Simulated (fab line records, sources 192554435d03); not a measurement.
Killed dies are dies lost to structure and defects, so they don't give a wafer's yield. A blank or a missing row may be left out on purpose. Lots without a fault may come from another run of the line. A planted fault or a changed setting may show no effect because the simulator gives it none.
fab line records | flow n5_finfet
record lots=5 wafers=13 last_day=17
route steps=1938 shown FIN_SAQP@90 BEOL_M4@1111 PASSIVATION@1936
lots that met no fault: from a run of the same line without faults
start_h: hours from the record's first day to the start of the lot's first wafer shown | wait_h: hours since the lot's step before | " the same as in the row above | L1.1+2: a row that stands for several wafers | - no value, or no start given | * or withheld: withheld | < > ~ a bound
route shown NAME@n: a module of which the file shows steps, and the number in the route of the first | usual: mean/standard deviation of fault-free wafers | same: alike in all rows | chamber/n: place in a boat | sites: the reading at each site | _std_site: their standard deviation | _edge_site: outer sites' mean less inner sites' | radius_mm: how far each site lies from the wafer's centre | mask NAME#n: copy n | behind: the tool/chamber that last shaped the wafer | hold: why the lot was held/for how many hours/how that ended | device: the transistor (n, p or np) that didn't switch | end of line: the same wafers' tests at the end of the route | a step without rows: its recipe alone | killed: dies lost to structure and defects at the first sort, not the wafer's yield | map: a wafer's dies, x killed, . not, _ none there
set.NAME: the setting as run; set.NAME@STEP: as run at that earlier step | model.NAME: the simulator's own value behind a step, which no gauge read
lots at some steps of the route; a table a step, a row a wafer
services: from which hour (start_h, from the record's first day; less than 0 if before it) a tool's chamber was out of use, for how many hours, and why
## steps
# step N5_FIN_SAQP_PRECLEAN_42
# recipe chemistry=O3/DIW time_s=60 temp_c=22 o3_ppm=10
# step N5_FIN_SAQP_PRECLEAN_00
# recipe chemistry=SC1 time_s=60 temp_c=55 mix=1:2:50
# step N5_FIN_SAQP_PRECLEAN_44
# recipe chemistry=SC2 time_s=45 temp_c=35 mix=1:1:50
# step N5_FIN_SAQP_SRD_01
# recipe dry=ipa_marangoni time_s=30 temp_c=23 rinse_liquid=diw
# step N5_FIN_SAQP_ALD_61
# recipe material=SiO2 target_thk_a=40 temp_c=300 ald_precursor_family=BDEAS ald_co_reactant=O2-plasma pulse_time_s=1 purge_time_s=2 co_reactant_purge_time_s=2 ald_cycles=43 pressure_torr=2
# step N5_FIN_SAQP_DENSIFY_62
# recipe temp_c=700 time_s=60 ambient=N2 idle_temp_c=600 ramp_up_c_per_s=150 ramp_down_c_per_s=60 cool_to_c=600
# step N5_FIN_SAQP_HM_DEP_03
# recipe material=SiNx target_thk_a=380 temp_c=400 precursor=SiH4/NH3/N2 pressure_torr=1.5 rf_w=300 time_s=33.6
# step N5_FIN_SAQP_PECVD_47
# recipe material=a-Si target_thk_a=450 temp_c=400 precursor=SiH4/He pressure_torr=3 rf_w=100 time_s=36.3
# step N5_FIN_SAQP_PECVD_48
# recipe material=SiNx target_thk_a=250 temp_c=400 precursor=SiH4/NH3/N2 pressure_torr=1.5 rf_w=300 time_s=22.1
# step N5_FIN_SAQP_PECVD_06
# recipe material=a-Si target_thk_a=600 temp_c=400 precursor=SiH4/He pressure_torr=3 rf_w=100 time_s=48.1
# usual heater_power_w=822/73 showerhead_plenum_p_Torr=5.64/0.066 showerhead_vpp_V=618/27 throttle_valve_pct=18.3/0.85
# columns lot.wafer tool chamber start_h wait_h heater_power_w showerhead_plenum_p_Torr showerhead_vpp_V throttle_valve_pct model.a-Si_of_FIN_SAQP_PECVD_06.thk_nm
L420.2 pecvd-02 1 63.50 0.0 741 5.67 623 18.1 58.76
L420.3 " 2 " " 863 5.53 631 17.1 59.11
L420.6 " 1 " " 735 5.65 608 17.7 60.22
L426.2 pecvd-02 1 100.08 0.0 732 5.67 621 18.1 72.79
L426.3 " 0 " " 873 5.68 598 19.4 58
L426.5 " 0 " " 907 5.67 596 19.3 58.78
L432.1 pecvd-02 1 135.72 0.0 831 5.67 622 18.3 72.78
L432.4 " 2 " " 760 5.54 632 17.3 59.84
L433.2 pecvd-02 0 142.31 0.0 890 5.67 589 19.4 75.09
L433.5 " 2 " " 835 5.53 637 17.3 60.97
L436.4 pecvd-04 2 159.35 0.0 721 5.60 627 17.6 60.25
L436.5 " 0 " " 798 5.62 605 20.2 61.37
L436.6 " 1 " " 859 5.79 625 18.0 62.25
# step N5_FIN_SAQP_THK_MEAS_07
# usual thk_nm=59.9/0.91
# columns lot.wafer tool chamber start_h wait_h thk_nm
L420.2 film_metro-01 - 63.59 0.1 58.7
L420.3 " - " " 59.0
L420.6 " - " " 60.3
L426.2 film_metro-02 - 100.17 0.1 72.8
L426.3 " - " " 58.0
L426.5 " - " " 58.8
L432.1 film_metro-01 - 135.81 0.1 72.7
L432.4 " - " " 59.9
L433.2 film_metro-01 - 142.41 0.1 75.1
L433.5 " - " " 60.9
L436.4 film_metro-02 - 159.42 0.0 60.3
L436.5 " - " " 61.4
L436.6 " - " " 62.3
# step N5_FIN_SAQP_HM_DEP_72
# recipe material=SiO2 target_thk_a=120 temp_c=400 precursor=SiH4/N2O pressure_torr=0.75 rf_w=275 time_s=7.2
# step N5_FIN_SAQP_COAT_49
# recipe resist=SOC temp_c=250 time_s=60 spin_rpm=1500 resist_thk_nm=100
# step N5_FIN_SAQP_COAT_50
# recipe resist=SiARC temp_c=220 time_s=60 spin_rpm=1500 resist_thk_nm=35
# step N5_FIN_SAQP_COAT_10
# recipe resist=CAR-ArF spin_rpm=1500 resist_thk_nm=90
# step N5_FIN_SAQP_EBR_12
# recipe solvent=PGMEA ebr_width_mm=1.5
# step N5_FIN_SAQP_SOFTBAKE_11
# recipe temp_c=110 time_s=60 resist=CAR-ArF
# step N5_FIN_SAQP_EXPOSE_13
# recipe mask_id=FIN_CORE na=1.35 source_shape=dipole sigma_inner=0.538 sigma_outer=0.738 polarization=te target_cd_nm=35.6 dose_mj=63.25
# step N5_FIN_SAQP_PEB_14
# recipe peb_temp_c=withheld peb_time_s=60 resist=CAR-ArF
# step N5_FIN_SAQP_DEVELOP_15
# recipe develop_time_s=30 developer=TMAH resist=CAR-ArF dev_temp_c=23 rinse_liquid=diw dry=air_spin
# step N5_FIN_SAQP_DESCUM_21
# recipe chemistry=O2 time_s=7.9 source_power_w=50 bias_power_w=20 pressure_mtorr=20 rf_frequency_hz=2.712e+07 temp_c=40 resist=CAR-ArF o2_flow_sccm=225
# step N5_FIN_SAQP_ETCH_51
# recipe chemistry=CF4 target=SiARC target_depth_a=455 mask_material=CAR-ArF time_s=75.8 ion_energy_ev=80 pressure_mtorr=40 source_w=545 bias_w=36 Ar_flow_sccm=100 cf4_flow_sccm=100 ends=cleared
# step N5_FIN_SAQP_ETCH_52
# recipe chemistry=N2/H2 target=SOC target_depth_a=1000 overetch_a=200 mask_material=SiARC temp_c=40 time_s=150 ion_energy_ev=200 pressure_mtorr=30 source_w=840 bias_w=150 n2_flow_sccm=200 h2_flow_sccm=200 ends=end_point
# step N5_FIN_SAQP_STRIP_53
# recipe chemistry=N2/H2 temp_c=40 n2_flow_sccm=200 h2_flow_sccm=200 rf_frequency_hz=6e+07
# step N5_FIN_SAQP_HM_OPEN_73
# recipe chemistry=CHF3/O2 target=SiO2 stop_on=a-Si target_depth_a=120 over_etch_frac=1.8 mask_material=SOC time_s=16.8 pressure_mtorr=30 source_w=650 bias_w=170 Ar_flow_sccm=200 CHF3_flow_sccm=50 O2_flow_sccm=5 ion_energy_ev=200 ends=end_point
# step N5_FIN_SAQP_STRIP_74
# recipe chemistry=CHF3/O2 resist=SiARC rf_frequency_hz=6e+07
# step N5_FIN_SAQP_MANDREL_ETCH_22
# recipe target_depth_a=600 chemistry=HBr/Cl2 target=a-Si stop_on=SiNx bt_time_s=10 over_etch_frac=0.5 time_s=30 pressure_mtorr=10 icp_w=800 bias_w=75 HBr_flow_sccm=150 Cl2_flow_sccm=80 ends=end_point
# usual drypump_motor_current_A=5.45/0.28 oes_product_au=0.767/0.013 throttle_valve_pct=35.3/0.34
# same over_etch_frac=0.5
# columns lot.wafer tool chamber start_h wait_h drypump_motor_current_A oes_product_au rf_hours_counter_h throttle_valve_pct model.etch.depth_nm
L420.2 rie_si-02 3 64.74 0.0 5.45 0.752 64 35.8 58.76
L420.3 " 2 " " 5.35 0.759 1 35.3 59.01
L420.6 " 3 " " 5.45 0.756 - 35.8 60.15
L426.2 rie_si-05 0 101.17 0.0 5.80 0.853 131 34.4 72.78
L426.3 " 3 " " 5.12 0.766 167 35.3 58
L426.5 " 3 " " 5.14 0.773 - 35.3 58.76
L432.1 rie_si-05 0 136.70 0.0 5.78 0.847 132 34.4 72.69
L432.4 " 3 " " 5.10 0.776 168 35.3 59.84
L433.2 rie_si-05 3 143.27 0.0 5.09 0.900 168 35.1 75.09
L433.5 " 1 " " 5.04 0.760 - 35.0 60.95
L436.4 rie_si-02 0 160.38 0.0 5.64 0.774 6 35.2 60.12
L436.5 " 2 " " 5.39 0.778 - 35.3 61.24
L436.6 " 1 " " 5.50 0.800 - 35.6 62.23
# step N5_FIN_SAQP_STRIP_55
# recipe chemistry=N2/H2 power_w=500 temp_c=40 pressure_mtorr=50 rf_frequency_hz=6e+07 overash_fraction=0.3 bias_power_w=28 h2_frac=0.5 n2_flow_sccm=300 h2_flow_sccm=300
# step N5_FIN_SAQP_STRIP_23
# recipe chemistry=SPM time_s=750 temp_c=130 h2so4_h2o2_vol_ratio=4
# step N5_FIN_SAQP_SRD_66
# recipe dry=ipa_marangoni time_s=30 temp_c=23 rinse_liquid=diw
# step N5_FIN_SAQP_RECESS_75
# recipe chemistry=HF/NH3 target=SiO2 target_depth_a=144 afs_cycles=3 temp_c=30 sublimation_temp_c=180 sublimation_time_s=60
# step N5_FIN_SAQP_SPACER1_ALD_24
# recipe material=SiO2 target_thk_a=203 temp_c=300 ald_precursor_family=BDEAS ald_co_reactant=O2-plasma pulse_time_s=1 purge_time_s=2 co_reactant_purge_time_s=2 ald_cycles=218 pressure_torr=2
# step N5_FIN_SAQP_SPACER1_ETCHBACK_25
# recipe chemistry=CHF3/O2 mode=anisotropic_etchback target=SiO2 target_depth_a=244 time_s=12.2 pressure_mtorr=30 source_w=650 bias_w=170 Ar_flow_sccm=200 CHF3_flow_sccm=50 O2_flow_sccm=5 ion_energy_ev=200
# usual CHF3_flow_sccm=49.97/0.15 drypump_motor_current_A=5.6/0.42 oes_o_777_au=0.76/0.082 oes_product_au=0.77/0.086 rf_vpp_V=516/11 showerhead_plenum_p_Torr=2.39/0.057 throttle_valve_pct=18.87/0.25
# columns lot.wafer tool chamber start_h wait_h CHF3_flow_sccm drypump_motor_current_A oes_o_777_au oes_product_au rf_hours_counter_h rf_vpp_V showerhead_plenum_p_Torr throttle_valve_pct model.a-Si_of_FIN_SAQP_PECVD_06.thk_nm
L420.2 rie_diel-03 0 67.63 0.4 49.88 6.4 0.74 0.75 140 508 2.43 19.06 57.8
L420.3 " 3 " " 49.92 5.4 0.75 0.71 186 515 2.37 19.14 58
L420.6 " 0 " " 49.95 6.4 0.74 0.75 - 507 2.43 19.06 59.2
L426.2 rie_diel-04 0 102.92 0.4 49.68 6.0 0.70 0.73 203 528 2.38 18.89 71.8
L426.3 " 2 " " 50.09 5.5 0.87 0.88 - 524 2.35 18.49 57
L426.5 " 2 " " 49.94 5.5 0.86 0.89 - 523 2.35 18.49 57.8
L432.1 rie_diel-04 0 138.24 0.4 49.83 6.1 0.69 0.72 218 528 2.38 18.92 71.8
L432.4 " 1 " " 50.27 5.4 0.92 0.94 13 523 2.35 18.74 59
L433.2 rie_diel-04 0 144.91 0.4 50.03 6.0 0.69 0.73 220 528 2.37 18.92 74.2
L433.5 " 0 " " 49.91 6.1 0.69 0.73 - 530 2.37 18.93 60
L436.4 rie_diel-03 0 162.58 0.4 49.89 6.4 0.71 0.72 180 508 2.41 19.12 59.2
L436.5 " 3 " " 49.98 5.4 0.73 0.69 - 515 2.36 19.20 60.4
L436.6 " 2 " " 49.87 5.7 0.91 0.92 - 532 2.43 18.24 61.4
# step N5_FIN_SAQP_MANDREL1_REMOVE_56
# recipe chemistry=HBr/Cl2/O2 bt_time_s=10 target=a-Si stop_on=SiNx endpoint=OES-SiCl over_etch_frac=1 icp_w=600 bias_w=22 HBr_flow_sccm=150 Cl2_flow_sccm=80 O2_flow_sccm=5 pressure_mtorr=10
# step N5_BEOL_M4_RC_MEAS_101
# usual DIBL_N=36.2/2 DIBL_P=36.1/2.4 IOFF_N=0.16/0.035 IOFF_P=0.22/0.041 ION_N=675/14 ION_P=465/8.6 SS_N=71.5/0.64 SS_P=73.2/0.76 VT_N=250/3.9 VT_P=-249/3.4
# columns lot.wafer tool chamber start_h wait_h DIBL_N[mV/V] DIBL_P[mV/V] IOFF_N[nA/um] IOFF_P[nA/um] ION_N[uA/um] ION_P[uA/um] SS_N[mV/dec] SS_P[mV/dec] VT_N[mV] VT_P[mV]
L420.2 prober-01 0 225.86 0.2 36.4 36.7 0.16 0.25 674 471 71.6 73.3 246 -244
L420.3 " 0 " " 36.0 36.4 0.15 0.26 670 471 71.7 72.5 249 -245
L420.6 " 0 " " 37.1 37.3 0.17 0.26 676 473 71.8 72.7 249 -244
L426.2 prober-01 0 256.02 0.2 36.8 37.7 0.16 0.23 687 467 72.1 73.8 248 -248
L426.3 " 0 " " 40.6 41.0 0.24 0.29 693 469 72.9 73.8 243 -247
L426.5 " 0 " " 39.8 40.7 0.21 0.27 682 468 72.6 74.4 248 -247
L432.1 prober-02 0 293.08 0.0 37.7 38.8 0.20 0.26 680 471 71.8 73.9 249 -249
L432.4 " 0 " " 38.1 37.5 0.18 0.22 685 469 72.8 73.9 251 -250
L433.2 prober-02 0 297.49 0.2 38.8 36.9 0.20 0.25 691 469 72.0 74.3 245 -247
L433.5 " 0 " " 33.3 30.0 0.10 0.16 654 456 70.7 71.6 254 -252
L436.4 prober-01 0 315.28 0.5 33.0 33.1 0.11 0.15 665 453 70.3 72.6 258 -256
L436.5 " 0 " " 33.5 33.3 0.12 0.15 671 453 70.7 72.2 255 -256
L436.6 " 0 " " 34.9 34.8 0.13 0.17 675 459 71.2 73.0 254 -254
# step N5_PASSIVATION_PROBE_49
# usual defect_limited_yield=91.1/1.4 killed_at_M0_to_M3=36/9.9 killed_at_M4_up=13/5.8 killed_at_contacts=14/5.9 killed_at_front_end=39/11 killed_at_other=3.4/2.9 killed_dies=105/17 killed_open=70/13 killed_short=34/7.3 sort_bin_5_function=5.3/1 sort_bin_6_memory=3.3/0.62 sort_n_pass=1075/17 sort_yield_pct=91.1/1.4
# same gross_dies=1180 killed_at_back_side=0 sort_bin_4_leakage[%]=0 sort_bin_8_speed[%]=0
# columns lot.wafer tool chamber start_h wait_h defect_limited_yield[%] killed_at_M0_to_M3 killed_at_M4_up killed_at_contacts killed_at_front_end killed_at_other killed_dies killed_open killed_short sort_bin_5_function[%] sort_bin_6_memory[%] sort_n_pass sort_yield_pct[%]
L420.2 prober-02 - 327.89 0.1 91.9 47 6 10 30 2 95 61 34 4.7 3.1 1085 91.9
L420.3 prober-02 - 327.94 0.1 91.7 45 9 9 33 2 98 63 35 4.2 3.8 1082 91.7
L420.6 prober-02 - 328.09 0.3 91.5 44 13 5 37 1 100 67 32 5.3 3.2 1080 91.5
L433.2 prober-01 - 411.06 0.1 91.5 33 24 15 26 2 100 68 31 4.9 3.5 1080 91.5
# killed by level:class
L420.2 BEOL_M0_SAQP:geometric_particle:open=13 BEOL_M0_SAQP:geometric_particle:short=12 BEOL_M3:geometric_particle:open=9 STI_FIN_REVEAL:geometric_particle:open=8 MOL_CONTACT_COAG:geometric_particle:open=7 FIN_SAQP:geometric_particle:short=4 ILD0:geometric_particle:open=4 BEOL_M1:geometric_particle:open=4
L420.3 BEOL_M2:geometric_particle:open=10 FIN_SAQP:geometric_particle:short=9 BEOL_M1:geometric_particle:open=9 BEOL_M0_SAQP:geometric_particle:short=8 MOL_CONTACT_COAG:geometric_particle:open=8 BEOL_M0_SAQP:geometric_particle:open=8 STI_FIN_REVEAL:geometric_particle:open=6 BEOL_M2:geometric_particle:short=5
L420.6 BEOL_M1:geometric_particle:open=11 STI_FIN_REVEAL:geometric_particle:open=10 BEOL_M0_SAQP:geometric_particle:short=9 BEOL_M0_SAQP:geometric_particle:open=9 BEOL_M2:geometric_particle:open=7 STARTING-WAFER:geometric_particle:short=6 BEOL_M4:geometric_particle:open=5 DUMMY_GATE:geometric_particle:open=4
L433.2 MOL_CONTACT_COAG:geometric_particle:open=12 BEOL_M3:geometric_particle:open=10 BEOL_M4:geometric_particle:open=10 STI_FIN_REVEAL:geometric_particle:open=6 DUMMY_GATE:geometric_particle:open=6 FIN_SAQP:geometric_particle:short=5 BEOL_M0_SAQP:geometric_particle:open=5 BEOL_M0_SAQP:geometric_particle:short=5
## services
# columns tool chamber start_h hours kind
rie_si-05 0 41.29 18.5 repair
pecvd-02 2 44.31 2.1 scheduled_down
rie_diel-04 1 65.99 7.4 repair
rie_si-05 1 71.26 4.5 repair
rie_si-05 0 72.61 2.7 repair
rie_diel-04 2 76.84 9.3 repair
rie_diel-03 2 79.37 - clean
rie_diel-03 2 79.37 - consumable_replace:focus_ring
rie_diel-03 2 79.37 18.4 scheduled_down
rie_diel-03 2 79.37 18.4 vent_cycle
pecvd-02 0 83.60 2.2 repair
rie_diel-04 1 87.21 - clean
rie_diel-04 1 87.21 - consumable_replace:focus_ring
rie_diel-04 1 87.21 17.0 scheduled_down
rie_diel-04 1 87.21 17.0 vent_cycle
rie_diel-04 3 90.75 21.3 repair
rie_si-05 0 96.58 3.6 repair
pecvd-02 0 113.06 2.1 scheduled_down
pecvd-02 - 116.82 0.8 pm
rie_diel-03 1 119.26 - clean
rie_diel-03 1 119.26 - consumable_replace:focus_ring
pecvd-02 - 128.98 3.9 repair
rie_si-02 - 135.14 2.8 pm
pecvd-02 0 157.82 5.5 scheduled_down
## key
first_sign step=N5_FIN_SAQP_THK_MEAS_07 reading=thk_nm direction=up sigmas=15 usual=* struck=*
effect step=N5_FIN_SAQP_MANDREL_ETCH_22 reading=oes_product_au direction=up sigmas=7.6 usual=0.767 struck=0.867
model_effect step=N5_FIN_SAQP_PECVD_06 value=a-Si_of_FIN_SAQP_PECVD_06.thk_nm without=58.33 struck=73.55
model_effect step=N5_FIN_SAQP_MANDREL_ETCH_22 value=etch.depth_nm without=58.3 struck=73.52
model_effect step=N5_FIN_SAQP_SPACER1_ETCHBACK_25 value=a-Si_of_FIN_SAQP_PECVD_06.thk_nm without=57.4 struck=72.6
met_at N5_FIN_SAQP_PECVD_06
struck_wafers L426.2,L432.1,L433.2
onset_between 63.50 100.08
fault kind=process_parameter_drift tool=pecvd-02 chamber=- onset_h=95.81 steps=N5_FIN_SAQP_PECVD_06 channel=time_s offset=* shape=step end_h=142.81 scope=struck_wafers_only acts_in=* stated=*
